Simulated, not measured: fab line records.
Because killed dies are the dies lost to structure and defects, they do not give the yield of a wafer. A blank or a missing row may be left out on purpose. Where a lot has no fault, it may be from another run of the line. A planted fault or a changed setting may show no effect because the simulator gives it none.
Matching of chambers | flow n5-finfet | rie-diel-05 running N5_BEOL_M10_ETCH_62: 4 sister chambers
The step etches SOC in N2/H2, target depth 110 nm, overetch 22 nm, time 165 s. 4 wafers are shown with their chamber, then 8 later ones without.

EACH WAFER AND ITS CHAMBER
wafer  | chamber | drypump-motor-current-A (A)
L077.2 | 0       | 5.9
L082.1 | 3       | 6.1
L082.6 | 1       | 5.0
L087.1 | 2       | 6.0

WAFERS WHOSE CHAMBER IS MISSING
wafer  | drypump-motor-current-A (A)
L087.5 | 5.9
L087.6 | 5.0
L092.2 | 5.9
L092.4 | 6.0
L092.6 | 6.2
L096.1 | 5.0
L096.4 | 6.0
L096.6 | 5.0

CHAMBER TAKEN BY EACH
wafer  | from the rows above | in truth
L087.5 | 0                   | 0
L087.6 | 1                   | 1
L092.2 | 0                   | 0
L092.4 | 2                   | 2
L092.6 | 3                   | 3
L096.1 | 1                   | 1
L096.4 | 2                   | 2
L096.6 | 1                   | 1
Correct placement for 8 of the 8. From these rows, 0 cannot be placed. Placed wrongly: 0.
How it was worked out, from the rows above alone: a wafer's distance from a chamber is the root of the sum, over the readings, of the square of ((its reading less the chamber's mean) divided by the reading's scatter). The wafer belongs to the nearest chamber; if the next one is less than 2 further off, it can't be placed. The mean given for a chamber averages the wafers shown for that chamber. The scatter: with one shown wafer a chamber, the root of the mean of the squares of how far each hidden wafer lies from its nearest shown one.
